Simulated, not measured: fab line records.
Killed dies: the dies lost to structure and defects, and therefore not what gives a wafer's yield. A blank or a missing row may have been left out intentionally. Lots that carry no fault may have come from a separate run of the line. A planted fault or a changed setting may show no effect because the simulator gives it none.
Struck lot and sound lot, side by side / flow n5_finfet / 43 out of 1938 route steps
Sound: these wafers, L452.3, L452.4, L452.5. Wafers struck: L446.1, L446.2, L446.4. The cause is given at the end.
Order at every step that has rows: each side's tool, ch and its chambers, its first start. Under that, the readings that differ: sound wafers / struck wafers / difference of the means / sigmas: that difference in standard deviations of wafers without a fault.
alike: readings whose means differ by less than 2 such deviations, and words and numbers that are the same on both sides. not compared: withheld readings, readings that some wafer has no value for, bounds like >300 that may hide the same value, and numbers for which the record gives no deviation and whose values overlap.
The two part at a step that has a row with sigmas, a row that says differs or no value, or rows on one side only. Non-overlapping numbers with no deviation appear without sigmas and do not part them. A reading that every wafer of one side lacks parts them only if that side has two wafers or more.

first, 1 step without rows for these wafers: N5_SD_EPI_P_STRIP_38 (strips in N2/H2).
N5_SD_EPI_P_ETCHBACK_46: etches SiNx in CH3F/O2, stops on SiO2, target depth 17.5 nm.
  sound on rie_diel-02 ch 2,3, day 6 10:02; struck on rie_diel-05 ch 0,1,3, day 5 01:29
  alike: drypump_motor_current_A, oes_o_777_au, oes_product_au, rf_vpp_V, showerhead_plenum_p_Torr, throttle_valve_pct
  not compared: rf_hours_counter_h
then, 3 steps without rows for these wafers: N5_SD_EPI_P_ETCH_47 (etches SiOCN in CH3F/O2, target depth 25 nm); N5_SD_EPI_P_ETCH_16 (etches SiO2 in CHF3/O2, target depth 5 nm); N5_SD_EPI_P_STRIP_50 (strips in CHF3/O2).
N5_SD_EPI_P_SD_RECESS_17: chemistry HBr/Cl2/O2, target depth 39.1 nm, bt time 3 s.
  sound on rie_si-05 ch 2,3, day 6 10:18; struck on rie_si-04 ch 0,1,2, day 5 01:46
  alike: drypump_motor_current_A, oes_o_777_au, oes_product_au, throttle_valve_pct
  not compared: rf_hours_counter_h
then, 6 steps without rows for these wafers: N5_SD_EPI_P_WET_ETCH_45 (etches SiO2 in dHF, time 10.7 s, target depth 2 nm, rinse time 30 s); N5_SD_EPI_P_STRIP_40 (strips in N2/H2); N5_SD_EPI_P_PRECLEAN_52 (cleans in O3/DIW, time 60 s); N5_SD_EPI_P_SRD_20 (time 30 s); N5_SD_EPI_P_PRECLEAN_51 (cleans in NF3:NH3, afs cycles 1, time 20 s, sublimation time 60 s); N5_SD_EPI_P_VAPOR_ETCH_44 (etches SiGe30 in NF3/Ar, time 3.3 s).
N5_SD_EPI_P_EPI_21: deposits SiGe:B, time 355 s.
  sound on epi_rpcvd-01 ch 0, day 6 12:03; struck on epi_rpcvd-03 ch 0, day 5 02:26
reading=epi_growth_time_s (s); sound=355 355 355; struck=484.84 484.84 484.84; difference=+129.84; sigmas=
reading=model.SiGe-B_of_SD_EPI_P_EPI_21.thk_nm (nm); sound=60.6 60.6 60.8; struck=75.2 75 74.6; difference=+14.3; sigmas=
N5_SD_EPI_P_EPI_MEAS_23:
  struck on film_metro-01, day 5 04:37; sound on film_metro-02, day 6 14:00
reading=thk_nm (nm); sound=60.6 58.9 60.3; struck=75.9 75.2 72.3; difference=+14.5; sigmas=+10
then, 6 steps without rows for these wafers: N5_SD_EPI_P_HM_STRIP_48 (strips SiNx in H3PO4, material SiNx, target depth 3 nm); N5_SD_EPI_P_SRD_49 (time 30 s); N5_SD_EPI_P_PRECLEAN_24 (cleans in O3/DIW, time 45 s); N5_SD_EPI_P_PRECLEAN_32 (cleans in dHF, time 10 s); N5_SD_EPI_P_PRECLEAN_33 (cleans in SC2, time 45 s); N5_SD_EPI_P_SRD_25 (time 30 s).
N5_SD_EPI_P_INSPECT_26: inspects for defects (darkfield).
  struck on defect_inspect-02, day 5 04:48; sound on defect_inspect-02, day 6 14:11
  alike: raw_defect_count
then, 1 step without rows for these wafers: N5_SD_ACTIVATION_RTA_00 (time 0 s).
N5_SD_ACTIVATION_LSA_01: time 0.0008 s.
  sound on laser_anneal-02 ch 0, day 6 14:29; struck on laser_anneal-02 ch 0, day 5 05:01
  alike: wafer_temp_C_max
N5_SD_ACTIVATION_RS_MEAS_03: measures by four-point-probe.
  struck on film_metro-02, day 5 05:14; sound on film_metro-01, day 6 14:40
reading=RS_SD_P (ohm/sq); sound=56.6 56.3 55.6; struck=45.9 46.3 46.5; difference=-9.9; sigmas=-11
  alike: RS_SD_N
N5_SD_ACTIVATION_INSPECT_02: inspects for defects (darkfield).
  struck on defect_inspect-01, day 5 05:33; sound on defect_inspect-02, day 6 14:58
  alike: raw_defect_count
then, 4 steps without rows for these wafers: N5_ILD0_LINER_00 (material SiNx, target thk 4 nm, pulse time 1 s, purge time 2 s); N5_ILD0_FCVD_FILL_01 (material SiO2 flowable, target thk 200 nm, time 328.3 s); N5_ILD0_CURE_02 (time 1800 s); N5_ILD0_CMP_03 (polishes, stops on SiNx, t overpolish 1.9 s, target thk 197.38 nm).
N5_ILD0_THK_MEAS_04:
  struck on film_metro-02, day 5 08:14; sound on film_metro-01, day 6 17:39
  alike: thk_nm
N5_ILD0_CMP_07: polishes SiO2 flowable, stops on poly-Si, t overpolish 1.18 s, target thk 138.88 nm.
  sound on cmp-03 ch 0,2, day 6 17:43; struck on cmp-03 ch 0,1,3, day 5 08:16
  alike: head_pressure_psi, motor_current_A
  not compared: pad_life_wafers
N5_ILD0_THK_MEAS_08:
  struck on film_metro-02, day 5 08:34; sound on film_metro-02, day 6 17:59
  alike: thk_nm
then, 3 steps without rows for these wafers: N5_ILD0_PRECLEAN_10 (cleans in NF3:NH3, afs cycles 5, time 20 s, sublimation time 60 s); N5_ILD0_ALD_15 (deposits SiNx, target thk 24 nm, pulse time 1 s, ald cycles 480); N5_ILD0_CMP_12 (polishes SiNx, stops on poly-Si, t overpolish 6 s, target thk 17.67 nm).
N5_ILD0_THK_MEAS_13:
  struck on film_metro-02, day 5 11:47; sound on film_metro-01, day 6 21:11
  alike: thk_nm
N5_ILD0_INSPECT_06: inspects for defects (darkfield).
  struck on defect_inspect-02, day 5 11:49; sound on defect_inspect-02, day 6 21:13
  alike: raw_defect_count
N5_SDB_HM_DEP_00: deposits SiNx from SiH4/NH3/N2, target thk 40 nm, time 35.3 s.
  sound on pecvd-02 ch 0,1,2, day 6 21:15; struck on pecvd-04 ch 0,1,2, day 5 11:50
  alike: heater_power_w, showerhead_plenum_p_Torr, throttle_valve_pct
  not compared: since_wet_clean_h
then, 3 steps without rows for these wafers: N5_SDB_COAT_03 (time 60 s, resist thk 100 nm); N5_SDB_COAT_04 (time 60 s, resist thk 18 nm); N5_SDB_COAT_05 (resist thk 90 nm).
N5_MOL_CONTACT_COAG_ETCH_110: etches Si in CF4/O2, target depth 2.5 nm, time 8 s.
  sound on rie_diel-04 ch 0,2,3, day 7 19:41; struck on rie_diel-01 ch 0,1,3, day 6 09:38
reading=model.SiGe-B_of_SD_EPI_P_EPI_21.thk_nm (nm); sound=57.8 57.8 57.8; struck=71.6 71.6 71; difference=+13.6; sigmas=
  alike: drypump_motor_current_A, oes_o_777_au, oes_product_au, rf_vpp_V, showerhead_plenum_p_Torr, throttle_valve_pct
  not compared: rf_hours_counter_h
-- record jumps: 8 days separate the struck wafers' starts on either side; left off in module MOL_CONTACT_COAG, taken up again in module BEOL_M4, whose first shown step is the route's number 1111 --
N5_BEOL_M4_RC_MEAS_101:
  sound on prober-02 ch 0, day 15 09:07; struck on prober-02 ch 0, day 13 22:44
reading=RS_SD_P (ohm/sq); sound=65.9 66.6 66.2; struck=53.8 53.5 54.2; difference=-12.4; sigmas=-12
  alike: DIBL_N, DIBL_P, IOFF_N, IOFF_P, ION_N, ION_P, SS_N, SS_P, VT_N, VT_P

## WHERE THEY PART
First at N5_SD_EPI_P_EPI_MEAS_23; last, within this record, at N5_BEOL_M4_RC_MEAS_101.

WHY: the cause the simulator had injected
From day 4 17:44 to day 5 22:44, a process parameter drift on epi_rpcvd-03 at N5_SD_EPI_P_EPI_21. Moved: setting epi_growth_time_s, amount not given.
